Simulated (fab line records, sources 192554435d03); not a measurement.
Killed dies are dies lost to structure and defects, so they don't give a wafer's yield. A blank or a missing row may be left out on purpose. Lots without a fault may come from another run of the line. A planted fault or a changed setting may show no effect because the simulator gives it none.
fab line records | flow n5_finfet
record lots=24 wafers=72 last_day=18
route steps=1938 shown FIN_CUT@169 STI_FIN_REVEAL@211 DUMMY_GATE@232
lots that met no fault: from a run of the same line without faults
start_h: hours from the record's first day to the start of the lot's first wafer shown | wait_h: hours since the lot's step before | " the same as in the row above | L1.1+2: a row that stands for several wafers | - no value, or no start given | * or withheld: withheld | < > ~ a bound
route shown NAME@n: a module of which the file shows steps, and the number in the route of the first | usual: mean/standard deviation of fault-free wafers | same: alike in all rows | chamber/n: place in a boat | sites: the reading at each site | _std_site: their standard deviation | _edge_site: outer sites' mean less inner sites' | radius_mm: how far each site lies from the wafer's centre | mask NAME#n: copy n | behind: the tool/chamber that last shaped the wafer | hold: why the lot was held/for how many hours/how that ended | device: the transistor (n, p or np) that didn't switch | end of line: the same wafers' tests at the end of the route | a step without rows: its recipe alone | killed: dies lost to structure and defects at the first sort, not the wafer's yield | map: a wafer's dies, x killed, . not, _ none there
set.NAME: the setting as run; set.NAME@STEP: as run at that earlier step | model.NAME: the simulator's own value behind a step, which no gauge read
steps of the route over a sample of lots; a table a step, a row a wafer
services: from which hour (start_h, from the record's first day; less than 0 if before it) a tool's chamber was out of use, for how many hours, and why
## steps
# step N5_FIN_CUT_ETCH_21
# recipe chemistry=N2/H2 target=SOC target_depth_a=2190 overetch_a=438 mask_material=SiARC temp_c=40 ion_energy_ev=100 bias_w=61 time_s=523.5 pressure_mtorr=30 source_w=850 n2_flow_sccm=200 h2_flow_sccm=200
# usual drypump_motor_current_A=5.8/0.62 oes_product_au=0.73/0.092 rf_vpp_V=240.6/1.2 showerhead_plenum_p_Torr=2.54/0.065 throttle_valve_pct=17.9/0.33
# columns lot.wafer tool chamber start_h wait_h drypump_motor_current_A oes_product_au rf_hours_counter_h rf_vpp_V showerhead_plenum_p_Torr throttle_valve_pct
L074.1 rie_diel-04 2 28.81 0.0 5.7 0.63 235 241.4 2.63 18.4
L074.4 " 0 " " 5.7 0.65 201 240.9 2.64 18.4
L074.5 " 3 " " 6.6 0.70 - 239.9 2.45 18.1
L075.4 rie_diel-01 2 33.46 0.2 6.1 0.64 - 239.8 2.53 17.8
L075.5 " 1 " " 5.2 0.70 - 239.9 2.54 18.1
L075.6 " 3 " " 6.4 0.89 - 241.4 2.50 17.5
L076.2 rie_diel-01 3 39.62 0.0 6.4 0.89 10 241.2 2.50 17.6
L076.3 " 2 " " 6.1 0.64 229 239.4 2.53 17.9
L076.4 " 2 " " 6.1 0.64 - 239.6 2.53 17.8
L077.1 rie_diel-01 1 47.11 0.0 5.2 0.69 165 240.8 2.53 18.1
L077.2 " 2 " " 6.2 0.64 232 241.1 2.52 17.9
L077.4 " 0 " " 4.8 0.91 2 239.8 2.59 17.4
L078.1 rie_diel-04 3 53.41 0.0 6.6 0.70 146 239.8 2.45 18.0
L078.4 " 2 " " 5.7 0.64 237 243.4 2.63 18.4
L078.6 " 3 " " 6.6 0.70 - 240.1 2.45 18.0
L079.1 rie_diel-01 1 59.16 0.0 5.2 0.68 167 240.5 2.53 18.1
L079.3 " 0 " " 4.7 0.90 4 241.7 2.59 17.5
L079.6 " 1 " " 5.2 0.68 - 240.2 2.53 18.1
L080.3 rie_diel-04 0 64.66 0.0 5.7 0.64 209 241.3 2.63 18.4
L080.4 " 2 " " 5.7 0.63 240 240.3 2.63 18.4
L080.5 " 2 " " 5.7 0.64 - 242.1 2.63 18.4
L081.2 rie_diel-04 3 68.77 0.0 6.6 0.70 151 239.9 2.45 18.0
L081.3 " 2 " " 5.7 0.63 242 240.5 2.63 18.4
L081.5 " 3 " " 6.7 0.70 - 239.1 2.45 18.1
L082.3 rie_diel-04 2 75.16 0.0 5.7 0.63 244 242.2 2.63 18.4
L082.4 " 1 " " 6.5 0.76 75 240.4 2.56 17.7
L082.5 " 2 " " 5.7 0.63 - 242.4 2.63 18.4
L083.2 rie_diel-01 0 81.21 0.0 4.7 0.87 11 241.4 2.59 17.5
L083.5 " 0 " " 4.7 0.87 - 241.0 2.59 17.5
L083.6 " 1 " " 5.2 0.67 - 241.7 2.53 18.1
L084.2 rie_diel-01 1 86.90 0.0 5.2 0.67 176 241.1 2.53 18.1
L084.3 " 2 " " 6.1 0.63 243 239.5 2.52 17.9
L084.6 " 0 " " 4.8 0.87 - 240.5 2.59 17.5
L085.2 rie_diel-01 2 94.11 0.0 6.1 0.63 246 241.1 2.52 17.8
L085.5 " 2 " " 6.1 0.62 - 240.9 2.52 17.9
L085.6 " 1 " " 5.2 0.67 - 240.1 2.53 18.1
L086.1 rie_diel-03 2 101.17 0.0 5.5 0.67 198 238.9 2.41 17.9
L086.3 " 1 " " 5.3 0.71 149 241.4 2.55 17.6
L086.5 " 0 " " 5.0 0.82 - 241.1 2.59 17.3
L087.1 rie_diel-03 0 105.78 0.0 5.0 0.82 43 241.4 2.59 17.3
L087.5 " 0 " " 5.0 0.82 - 241.6 2.59 17.3
L087.6 " 2 " " 5.5 0.66 - 240.7 2.41 17.9
L088.1 rie_diel-01 1 111.55 0.0 5.2 0.67 184 239.5 2.53 18.1
L088.3 " 0 " " 4.7 0.86 21 240.1 2.59 17.5
L088.4 " 1 " " 5.2 0.67 - 239.2 2.53 18.1
L089.1 rie_diel-01 3 117.97 0.0 6.4 0.83 35 239.6 2.49 17.6
L089.4 " 0 " " 4.7 0.85 - 240.6 2.58 17.5
L089.5 " 1 " " 5.2 0.67 - 240.2 2.52 18.1
L090.2 rie_diel-01 0 123.15 0.0 4.7 0.84 26 239.4 2.58 17.5
L090.3 " 3 " " 6.4 0.83 38 241.2 2.49 17.6
L090.5 " 1 " " 5.2 0.67 - 241.1 2.52 18.1
L091.2 rie_diel-04 0 128.32 0.0 5.7 0.64 231 242.4 2.62 18.4
L091.3 " 3 " " 6.6 0.69 170 239.5 2.44 18.1
L091.6 " 0 " " 5.8 0.63 - 241.8 2.62 18.4
L092.1 rie_diel-03 0 135.83 0.0 5.0 0.80 53 241.4 2.58 17.3
L092.2 " 2 " " 5.5 0.65 210 239.0 2.41 17.9
L092.3 " 3 " " 6.3 0.68 188 241.7 2.63 17.7
L093.3 rie_diel-04 0 142.83 0.0 5.7 0.63 232 241.1 2.62 18.4
L093.4 " 2 " " 5.7 0.85 - 243.1 2.62 18.0
L093.6 " 0 " " 5.7 0.62 - 243.0 2.62 18.4
L094.1 rie_diel-04 3 147.50 0.0 6.6 0.68 178 240.1 2.43 18.1
L094.5 " 1 " " 6.6 0.74 - 241.3 2.55 17.7
L094.6 " 2 " " 5.7 0.84 - 242.6 2.62 18.0
L095.2 rie_diel-03 1 153.43 0.0 5.3 0.70 162 240.9 2.54 17.7
L095.3 " 0 " " 5.0 0.79 59 240.5 2.58 17.3
L095.4 " 3 " " 6.3 0.67 195 242.8 2.62 17.7
L096.2 rie_diel-01 3 159.29 0.0 6.4 0.81 50 239.5 2.49 17.6
L096.4 " 0 " " 4.8 0.83 38 240.6 2.58 17.5
L096.6 " 2 " " 6.2 0.88 - 240.8 2.51 17.4
L097.3 rie_diel-04 0 164.42 0.0 5.8 0.62 240 240.5 2.62 18.4
L097.5 " 0 " " 5.8 0.61 - 241.7 2.62 18.4
L097.6 " 3 " " 6.7 0.67 - 239.9 2.43 18.1
# step N5_FIN_CUT_STRIP_24
# recipe chemistry=CF4 resist=SiARC power_w=300 bias_power_w=75 pressure_mtorr=50 cf4_flow_sccm=150 rf_frequency_hz=6e+07
# usual drypump_motor_current_A=5.8/0.62 oes_product_au=0.79/0.098 rf_vpp_V=271.1/1.3 showerhead_plenum_p_Torr=1.79/0.047 throttle_valve_pct=13.6/0.32
# columns lot.wafer tool chamber start_h wait_h drypump_motor_current_A oes_product_au rf_hours_counter_h rf_vpp_V showerhead_plenum_p_Torr throttle_valve_pct
L074.1 rie_diel-04 2 29.14 0.0 5.7 0.68 235 270.6 1.85 14.0
L074.4 " 0 " " 5.7 0.69 202 271.4 1.86 14.2
L074.5 " 3 " " 6.7 0.75 - 269.8 1.72 13.8
L075.4 rie_diel-01 2 33.64 0.0 6.1 0.69 - 271.4 1.79 13.7
L075.5 " 1 " " 5.2 0.74 - 271.9 1.78 13.8
L075.6 " 3 " " 6.4 0.97 - 270.5 1.76 13.2
L076.2 rie_diel-01 3 39.95 0.0 6.4 0.95 10 270.3 1.76 13.2
L076.3 " 2 " " 6.1 0.68 229 269.3 1.78 13.7
L076.4 " 2 " " 6.1 0.68 - 270.8 1.78 13.7
L077.1 rie_diel-01 1 47.43 0.0 5.2 0.74 165 270.6 1.78 13.8
L077.2 " 2 " " 6.1 0.69 233 269.9 1.78 13.7
L077.4 " 0 " " 4.7 0.98 2 271.9 1.84 13.3
L078.1 rie_diel-04 3 53.74 0.0 6.6 0.75 146 269.1 1.72 13.8
L078.4 " 2 " " 5.7 0.68 237 272.4 1.85 14.0
L078.6 " 3 " " 6.6 0.75 - 269.6 1.72 13.8
L079.1 rie_diel-01 1 59.48 0.0 5.2 0.74 168 271.1 1.78 13.8
L079.3 " 0 " " 4.8 0.96 5 272.1 1.84 13.3
L079.6 " 1 " " 5.2 0.74 - 271.2 1.78 13.8
L080.3 rie_diel-04 0 64.99 0.0 5.7 0.69 209 271.3 1.86 14.2
L080.4 " 2 " " 5.7 0.68 241 271.5 1.85 14.0
L080.5 " 2 " " 5.7 0.68 - 271.6 1.85 14.0
L081.2 rie_diel-04 3 69.10 0.0 6.6 0.75 151 269.6 1.72 13.8
L081.3 " 2 " " 5.7 0.68 242 271.4 1.85 14.0
L081.5 " 3 " " 6.6 0.74 - 269.0 1.72 13.8
L082.3 rie_diel-04 2 75.49 0.0 5.7 0.68 244 272.4 1.85 14.0
L082.4 " 1 " " 6.5 0.81 75 271.5 1.81 13.4
L082.5 " 2 " " 5.7 0.67 - 271.7 1.84 14.0
L083.2 rie_diel-01 0 81.53 0.0 4.8 0.93 11 271.8 1.83 13.3
L083.5 " 0 " " 4.7 0.94 - 271.8 1.83 13.3
L083.6 " 1 " " 5.2 0.73 - 269.4 1.77 13.8
L084.2 rie_diel-01 1 87.23 0.0 5.2 0.73 176 271.3 1.77 13.8
L084.3 " 2 " " 6.1 0.68 243 270.9 1.78 13.7
L084.6 " 0 " " 4.7 0.93 - 272.0 1.83 13.3
L085.2 rie_diel-01 2 94.43 0.0 6.1 0.67 246 271.3 1.78 13.7
L085.5 " 2 " " 6.1 0.67 - 272.0 1.78 13.7
L085.6 " 1 " " 5.2 0.73 - 269.2 1.77 13.8
L086.1 rie_diel-03 2 101.49 0.0 5.5 0.71 198 269.1 1.72 13.8
L086.3 " 1 " " 5.3 0.75 149 271.1 1.78 13.4
L086.5 " 0 " " 5.0 0.87 - 272.1 1.83 13.1
L087.1 rie_diel-03 0 106.10 0.0 5.0 0.87 44 273.2 1.83 13.1
L087.5 " 0 " " 5.0 0.86 - 270.8 1.83 13.1
L087.6 " 2 " " 5.5 0.71 - 271.4 1.71 13.8
L088.1 rie_diel-01 1 111.87 0.0 5.2 0.72 184 270.9 1.77 13.8
L088.3 " 0 " " 4.7 0.91 21 273.3 1.83 13.3
L088.4 " 1 " " 5.2 0.72 - 270.9 1.77 13.9
L089.1 rie_diel-01 3 118.30 0.0 6.4 0.90 35 268.8 1.75 13.3
L089.4 " 0 " " 4.8 0.90 - 273.0 1.83 13.3
L089.5 " 1 " " 5.2 0.72 - 271.1 1.77 13.9
L090.2 rie_diel-01 0 123.48 0.0 4.8 0.90 27 271.7 1.83 13.3
L090.3 " 3 " " 6.4 0.88 38 270.5 1.75 13.3
L090.5 " 1 " " 5.2 0.72 - 270.4 1.77 13.9
L091.2 rie_diel-04 0 128.65 0.0 5.7 0.68 231 273.9 1.85 14.2
L091.3 " 3 " " 6.7 0.74 170 271.0 1.71 13.8
L091.6 " 0 " " 5.7 0.68 - 274.3 1.85 14.2
L092.1 rie_diel-03 0 136.15 0.0 5.0 0.86 54 272.2 1.83 13.1
L092.2 " 2 " " 5.5 0.71 210 269.4 1.71 13.8
L092.3 " 3 " " 6.2 0.73 189 271.8 1.86 13.7
L093.3 rie_diel-04 0 143.16 0.0 5.7 0.67 233 271.4 1.85 14.2
L093.4 " 2 " " 5.7 0.91 - 273.5 1.84 13.5
L093.6 " 0 " " 5.7 0.67 - 271.5 1.85 14.2
L094.1 rie_diel-04 3 147.82 0.0 6.6 0.73 178 269.4 1.71 13.8
L094.5 " 1 " " 6.5 0.80 - 272.0 1.80 13.5
L094.6 " 2 " " 5.7 0.90 - 272.6 1.84 13.5
L095.2 rie_diel-03 1 153.75 0.0 5.3 0.75 163 271.3 1.78 13.4
L095.3 " 0 " " 5.0 0.85 60 270.3 1.82 13.1
L095.4 " 3 " " 6.3 0.73 195 272.6 1.86 13.7
L096.2 rie_diel-01 3 159.62 0.0 6.4 0.87 50 271.1 1.75 13.3
L096.4 " 0 " " 4.7 0.88 38 271.9 1.83 13.3
L096.6 " 2 " " 6.1 0.95 - 269.4 1.78 13.2
L097.3 rie_diel-04 0 164.74 0.0 5.7 0.67 240 271.3 1.85 14.3
L097.5 " 0 " " 5.7 0.67 - 272.6 1.85 14.2
L097.6 " 3 " " 6.6 0.72 - 269.3 1.71 13.9
# step N5_FIN_CUT_PRECLEAN_35
# recipe time_s=13.3 temp_c=45 pressure_torr=125 p_hf_torr=3 p_coreactant_torr=25 chemistry=vHF
# usual drypump_motor_current_A=6.0/0.53 foreline_p_Torr=0.1279/0.00045
# columns lot.wafer tool chamber start_h wait_h drypump_motor_current_A foreline_p_Torr
L074.1 vapor_etch-01 0 29.27 0.0 4.8 0.1281
L074.4 " 1 " " 6.1 0.1277
L074.5 " 0 " " 4.8 0.1278
L075.4 vapor_etch-02 1 33.78 0.0 6.4 0.1277
L075.5 " 0 " " 6.1 0.1277
L075.6 " 1 " " 6.4 0.1276
L076.2 vapor_etch-02 1 40.08 0.0 6.4 0.1285
L076.3 " 0 " " 6.1 0.1277
L076.4 " 1 " " 6.4 0.1286
L077.1 vapor_etch-01 1 47.57 0.0 6.1 0.1280
L077.2 " 0 " " 4.8 0.1284
L077.4 " 1 " " 6.1 0.1272
L078.1 vapor_etch-01 1 53.87 0.0 6.1 0.1284
L078.4 " 1 " " 6.1 0.1280
L078.6 " 0 " " 4.8 0.1284
L079.1 vapor_etch-02 1 59.62 0.0 6.4 0.1275
L079.3 " 0 " " 6.1 0.1277
L079.6 " 0 " " 6.1 0.1276
L080.3 vapor_etch-01 0 65.14 0.1 4.8 0.1281
L080.4 " 1 " " 6.1 0.1276
L080.5 " 1 " " 6.1 0.1276
L081.2 vapor_etch-01 0 69.23 0.0 4.9 0.1285
L081.3 " 1 " " 6.1 0.1283
L081.5 " 1 " " 6.1 0.1286
L082.3 vapor_etch-02 1 75.64 0.1 6.4 0.1263
L082.4 " 0 " " 6.1 0.1285
L082.5 " 0 " " 6.1 0.1282
L083.2 vapor_etch-02 0 81.67 0.0 6.1 0.1279
L083.5 " 0 " " 6.1 0.1277
L083.6 " 1 " " 6.4 0.1274
L084.2 vapor_etch-02 0 87.36 0.0 6.1 0.1279
L084.3 " 1 " " 6.4 0.1283
L084.6 " 0 " " 6.1 0.1276
L085.2 vapor_etch-02 0 94.57 0.0 6.1 0.1284
L085.5 " 1 " " 6.4 0.1277
L085.6 " 0 " " 6.1 0.1277
L086.1 vapor_etch-02 0 101.63 0.0 6.1 0.1283
L086.3 " 0 " " 6.1 0.1277
L086.5 " 0 " " 6.1 0.1273
L087.1 vapor_etch-02 1 106.23 0.0 6.4 0.1275
L087.5 " 0 " " 6.1 0.1279
L087.6 " 1 " " 6.4 0.1277
L088.1 vapor_etch-02 1 112.00 0.0 6.4 0.1289
L088.3 " 0 " " 6.1 0.1278
L088.4 " 1 " " 6.4 0.1289
L089.1 vapor_etch-01 0 118.43 0.0 4.8 0.1281
L089.4 " 0 " " 4.8 0.1275
L089.5 " 1 " " 6.1 0.1283
L090.2 vapor_etch-02 0 123.61 0.0 6.1 0.1278
L090.3 " 1 " " 6.4 0.1286
L090.5 " 0 " " 6.1 0.1278
L091.2 vapor_etch-02 0 128.78 0.0 6.1 0.1279
L091.3 " 0 " " 6.1 0.1278
L091.6 " 0 " " 6.1 0.1276
L092.1 vapor_etch-02 1 136.28 0.0 6.4 0.1282
L092.2 " 0 " " 6.1 0.1275
L092.3 " 1 " " 6.4 0.1276
L093.3 vapor_etch-01 1 143.31 0.1 6.1 0.1276
L093.4 " 0 " " 4.8 0.1277
L093.6 " 1 " " 6.1 0.1277
L094.1 vapor_etch-02 0 147.95 0.0 6.1 0.1279
L094.5 " 0 " " 6.1 0.1284
L094.6 " 1 " " 6.4 0.1283
L095.2 vapor_etch-02 1 153.88 0.0 6.4 0.1275
L095.3 " 0 " " 6.2 0.1282
L095.4 " 1 " " 6.4 0.1284
L096.2 vapor_etch-01 0 159.75 0.0 4.9 0.1278
L096.4 " 0 " " 4.9 0.1282
L096.6 " 1 " " 6.1 0.1281
L097.3 vapor_etch-02 1 164.90 0.1 6.4 0.1271
L097.5 " 1 " " 6.4 0.1278
L097.6 " 0 " " 6.1 0.1278
# step N5_STI_FIN_REVEAL_INSPECT_13
# recipe inspect_instrument=darkfield mode=post_clean
# usual raw_defect_count=11/4.9
# columns lot.wafer tool chamber start_h wait_h raw_defect_count
L074.1 defect_inspect-02 - 38.37 0.0 9
L074.4 " - " " 10
L074.5 " - " " 10
L075.4 defect_inspect-01 - 43.17 0.0 10
L075.5 " - " " 9
L075.6 " - " " 14
L076.2 defect_inspect-02 - 49.32 0.0 20
L076.3 " - " " 13
L076.4 " - " " 11
L077.1 defect_inspect-02 - 56.74 0.0 15
L077.2 " - " " 15
L077.4 " - " " 10
L078.1 defect_inspect-02 - 63.89 0.3 6
L078.4 " - " " 13
L078.6 " - " " 9
L079.1 defect_inspect-01 - 68.81 0.0 8
L079.3 " - " " 4
L079.6 " - " " 10
L080.3 defect_inspect-02 - 74.58 0.0 16
L080.4 " - " " 10
L080.5 " - " " 5
L081.2 defect_inspect-02 - 79.04 0.0 25
L081.3 " - " " 13
L081.5 " - " " 10
L082.3 defect_inspect-01 - 84.91 0.0 15
L082.4 " - " " 10
L082.5 " - " " 11
L083.2 defect_inspect-02 - 90.88 0.0 7
L083.5 " - " " 9
L083.6 " - " " 14
L084.2 defect_inspect-01 - 96.51 0.0 4
L084.3 " - " " 9
L084.6 " - " " 19
L085.2 defect_inspect-01 - 105.08 0.0 20
L085.5 " - " " 15
L085.6 " - " " 19
L086.1 defect_inspect-02 - 111.34 0.0 17
L086.3 " - " " 14
L086.5 " - " " 13
L087.1 defect_inspect-01 - 115.61 0.0 8
L087.5 " - " " 7
L087.6 " - " " 12
L088.1 defect_inspect-02 - 121.63 0.0 12
L088.3 " - " " 7
L088.4 " - " " 9
L089.1 defect_inspect-02 - 127.56 0.0 7
L089.4 " - " " 9
L089.5 " - " " 4
L090.2 defect_inspect-01 - 132.78 0.0 12
L090.3 " - " " 6
L090.5 " - " " 11
L091.2 defect_inspect-01 - 138.05 0.0 11
L091.3 " - " " 10
L091.6 " - " " 7
L092.1 defect_inspect-02 - 145.36 0.0 9
L092.2 " - " " 5
L092.3 " - " " 4
L093.3 defect_inspect-02 - 152.43 0.0 4
L093.4 " - " " 5
L093.6 " - " " 21
L094.1 defect_inspect-01 - 157.08 0.0 17
L094.5 " - " " 3
L094.6 " - " " 14
L095.2 defect_inspect-01 - 163.00 0.0 18
L095.3 " - " " 4
L095.4 " - " " 5
L096.2 defect_inspect-02 - 168.83 0.0 15
L096.4 " - " " 20
L096.6 " - " " 6
L097.3 defect_inspect-02 - 174.54 0.0 27
L097.5 " - " " 17
L097.6 " - " " 14
# step N5_DUMMY_GATE_OVL_MEAS_16
# recipe points_per_wafer=522
# usual GATE_OVL=-0.5/0.85
# columns lot.wafer tool chamber start_h wait_h GATE_OVL[nm]
L074.1 overlay-02 0 53.74 0.0 -0.1
L074.4 " 0 " " 0.2
L074.5 " 0 " " -0.1
L075.4 overlay-02 0 55.59 0.0 -0.9
L075.5 " 0 " " 0.5
L075.6 " 0 " " -0.7
L076.2 overlay-01 0 61.52 0.0 -1.0
L076.3 " 0 " " -0.1
L076.4 " 0 " " 0.0
L077.1 overlay-02 0 65.66 0.0 0.8
L077.2 " 0 " " -0.9
L077.4 " 0 " " -1.6
L078.1 overlay-02 0 72.53 0.0 -0.6
L078.4 " 0 " " -1.1
L078.6 " 0 " " -0.5
L079.1 overlay-02 0 77.46 0.0 0.0
L079.3 " 0 " " -0.2
L079.6 " 0 " " -0.8
L080.3 overlay-02 0 83.12 0.0 1.2
L080.4 " 0 " " -0.5
L080.5 " 0 " " -0.6
L081.2 overlay-01 0 87.82 0.0 -0.3
L081.3 " 0 " " 0.4
L081.5 " 0 " " 0.3
L082.3 overlay-01 0 93.44 0.0 -1.9
L082.4 " 0 " " -1.9
L082.5 " 0 " " -1.8
L083.2 overlay-01 0 99.52 0.0 -1.7
L083.5 " 0 " " -2.0
L083.6 " 0 " " -1.2
L084.2 overlay-01 0 105.22 0.0 1.4
L084.3 " 0 " " -0.7
L084.6 " 0 " " 0.0
L085.2 overlay-02 0 113.60 0.0 0.1
L085.5 " 0 " " 1.6
L085.6 " 0 " " -0.7
L086.1 overlay-02 0 119.97 0.0 -1.1
L086.3 " 0 " " -0.7
L086.5 " 0 " " -1.3
L087.1 overlay-02 0 124.13 0.0 -0.8
L087.5 " 0 " " 0.3
L087.6 " 0 " " 0.1
L088.1 overlay-02 0 130.26 0.0 -0.6
L088.3 " 0 " " -1.2
L088.4 " 0 " " -0.9
L089.1 overlay-02 0 141.03 0.0 0.0
L089.4 " 0 " " -0.8
L089.5 " 0 " " 0.5
L090.2 overlay-01 0 141.30 0.0 -0.9
L090.3 " 0 " " -0.6
L090.5 " 0 " " -1.1
L091.2 overlay-02 0 150.80 0.0 -1.7
L091.3 " 0 " " -1.4
L091.6 " 0 " " -2.8
L092.1 overlay-01 0 153.86 0.0 0.0
L092.2 " 0 " " -0.9
L092.3 " 0 " " 0.6
L093.3 overlay-02 0 163.24 0.0 -0.4
L093.4 " 0 " " 0.0
L093.6 " 0 " " -0.4
L094.1 overlay-01 0 165.76 0.0 0.0
L094.5 " 0 " " 0.0
L094.6 " 0 " " -1.4
L095.2 overlay-02 0 171.67 0.0 -1.1
L095.3 " 0 " " -0.5
L095.4 " 0 " " -1.1
L096.2 overlay-01 0 177.35 0.0 -1.7
L096.4 " 0 " " -2.1
L096.6 " 0 " " -1.6
L097.3 overlay-01 0 183.07 0.0 0.0
L097.5 " 0 " " 0.8
L097.6 " 0 " " 0.7
# step N5_DUMMY_GATE_ETCH_32
# recipe chemistry=CF4 target=SiO2 target_depth_a=35 time_s=3.9 ion_energy_ev=350 pressure_mtorr=10 icp_w=800 bias_w=400 cf4_flow_sccm=80
# usual drypump_motor_current_A=5.7/0.57 oes_product_au=1.002/0.021 throttle_valve_pct=21.76/0.24
# columns lot.wafer tool chamber start_h wait_h drypump_motor_current_A oes_product_au rf_hours_counter_h throttle_valve_pct
L074.1 rie_si-03 1 54.50 0.1 5.3 1.003 158 22.06
L074.4 " 0 " " 6.4 1.026 182 21.77
L074.5 " 2 " " 5.2 1.010 - 22.06
L075.4 rie_si-06 3 56.33 0.1 6.4 0.970 160 21.88
L075.5 " 3 " " 6.4 0.977 - 21.88
L075.6 " 0 " " 5.2 0.997 - 22.08
L076.2 rie_si-06 3 64.55 0.1 6.4 0.967 160 21.87
L076.3 " 0 " " 5.2 0.988 0 22.05
L076.4 " 2 " " 4.9 1.006 99 21.58
L077.1 rie_si-03 0 66.86 0.1 6.4 1.010 183 21.76
L077.2 " 3 " " 6.1 1.001 21 21.86
L077.4 " 2 " " 5.3 0.999 9 22.05
L078.1 rie_si-06 3 73.40 0.1 6.4 0.984 161 21.89
L078.4 " 0 " " 5.2 0.988 - 22.08
L078.6 " 3 " " 6.4 0.964 - 21.87
L079.1 rie_si-06 1 78.25 0.1 5.1 1.026 13 21.48
L079.3 " 2 " " 4.9 1.011 99 21.56
L079.6 " 0 " " 5.2 0.987 - 22.08
L080.3 rie_si-06 2 83.87 0.1 4.9 0.995 100 21.58
L080.4 " 3 " " 6.4 0.963 161 21.87
L080.5 " 3 " " 6.3 0.957 - 21.86
L081.2 rie_si-01 0 88.68 0.1 6.2 1.025 182 21.81
L081.3 " 3 " " 5.9 0.968 93 21.32
L081.5 " 0 " " 6.3 1.025 - 21.82
L082.3 rie_si-01 3 94.93 0.1 5.9 0.968 93 21.34
L082.4 " 2 " " 6.4 1.003 173 21.57
L082.5 " 2 " " 6.3 1.006 - 21.58
L083.2 rie_si-06 0 100.36 0.1 5.2 0.993 1 22.07
L083.5 " 1 " " 5.0 1.020 - 21.48
L083.6 " 2 " " 4.9 1.012 - 21.59
L084.2 rie_si-03 3 106.06 0.1 6.1 1.020 21 21.89
L084.3 " 1 " " 5.3 0.993 159 22.06
L084.6 " 3 " " 6.1 1.009 - 21.87
L085.2 rie_si-06 3 114.41 0.1 6.4 0.966 161 21.87
L085.5 " 0 " " 5.2 0.994 - 22.09
L085.6 " 1 " " 5.0 1.024 - 21.49
L086.1 rie_si-06 1 121.13 0.1 5.0 1.028 13 21.49
L086.3 " 2 " " 4.9 1.005 100 21.58
L086.5 " 3 " " 6.4 0.964 - 21.87
L087.1 rie_si-01 2 124.89 0.1 6.3 0.987 174 21.54
L087.5 " 0 " " 6.3 1.028 - 21.83
L087.6 " 1 " " 5.2 1.020 - 21.97
L088.1 rie_si-01 1 131.02 0.1 5.2 1.011 49 21.96
L088.3 " 0 " " 6.3 1.029 183 21.83
L088.4 " 3 " " 5.9 0.973 93 21.34
L089.1 rie_si-01 2 141.83 0.1 6.3 0.987 174 21.55
L089.4 " 1 " " 5.2 1.007 49 21.96
L089.5 " 2 " " 6.3 0.981 - 21.55
L090.2 rie_si-06 0 142.15 0.1 5.2 0.997 2 22.10
L090.3 " 2 " " 4.9 1.014 101 21.57
L090.5 " 1 " " 5.1 1.025 - 21.48
L091.2 rie_si-01 0 151.70 0.1 6.3 1.032 183 21.83
L091.3 " 1 " " 5.2 1.022 49 21.97
L091.6 " 2 " " 6.4 1.002 - 21.55
L092.1 rie_si-01 2 154.77 0.1 6.3 0.985 174 21.53
L092.2 " 3 " " 5.9 0.980 94 21.34
L092.3 " 1 " " 5.2 1.016 50 21.96
L093.3 rie_si-06 2 163.99 0.1 4.9 1.006 101 21.56
L093.4 " 3 " " 6.4 0.966 162 21.87
L093.6 " 1 " " 5.0 1.015 - 21.48
L094.1 rie_si-03 2 166.91 0.1 5.3 1.004 11 22.05
L094.5 " 1 " " 5.3 0.994 - 22.06
L094.6 " 0 " " 6.4 1.031 - 21.76
L095.2 rie_si-03 2 172.45 0.1 5.3 0.998 11 22.05
L095.3 " 3 " " 6.0 1.019 23 21.86
L095.4 " 0 " " 6.4 1.016 185 21.77
L096.2 rie_si-01 2 178.12 0.1 6.3 0.997 174 21.56
L096.4 " 3 " " 5.9 0.971 94 21.34
L096.6 " 2 " " 6.3 1.000 - 21.55
L097.3 rie_si-01 3 183.82 0.1 5.9 0.971 94 21.34
L097.5 " 1 " " 5.2 1.018 - 21.95
L097.6 " 0 " " 6.3 1.028 - 21.81
## services
# columns tool chamber start_h hours kind
rie_diel-03 3 9.53 2.5 repair
rie_diel-04 2 10.81 5.6 repair
rie_diel-01 0 20.36 - clean
rie_diel-01 0 20.36 - consumable_replace:focus_ring
rie_diel-01 0 20.36 22.2 scheduled_down
rie_diel-01 0 20.36 22.2 vent_cycle
rie_diel-04 - 25.11 0.3 repair
rie_si-06 2 30.13 1.4 repair
rie_diel-03 2 31.89 9.4 repair
rie_diel-04 - 32.22 14.6 pm
rie_si-01 - 46.52 0.5 repair
rie_diel-01 - 61.20 4.3 pm
rie_diel-03 - 63.79 0.7 repair
rie_si-06 2 69.23 8.5 repair
rie_diel-03 0 86.86 11.8 repair
rie_diel-03 3 95.85 18.6 repair
rie_si-03 2 105.54 6.1 repair
rie_diel-01 2 107.64 - clean
rie_diel-01 2 107.64 - consumable_replace:focus_ring
vapor_etch-01 - 115.02 0.4 repair
rie_diel-04 1 129.49 9.0 repair
rie_diel-04 0 130.52 10.4 repair
rie_diel-04 1 139.52 4.0 repair
rie_si-06 - 147.55 3.1 repair
## key
fault none
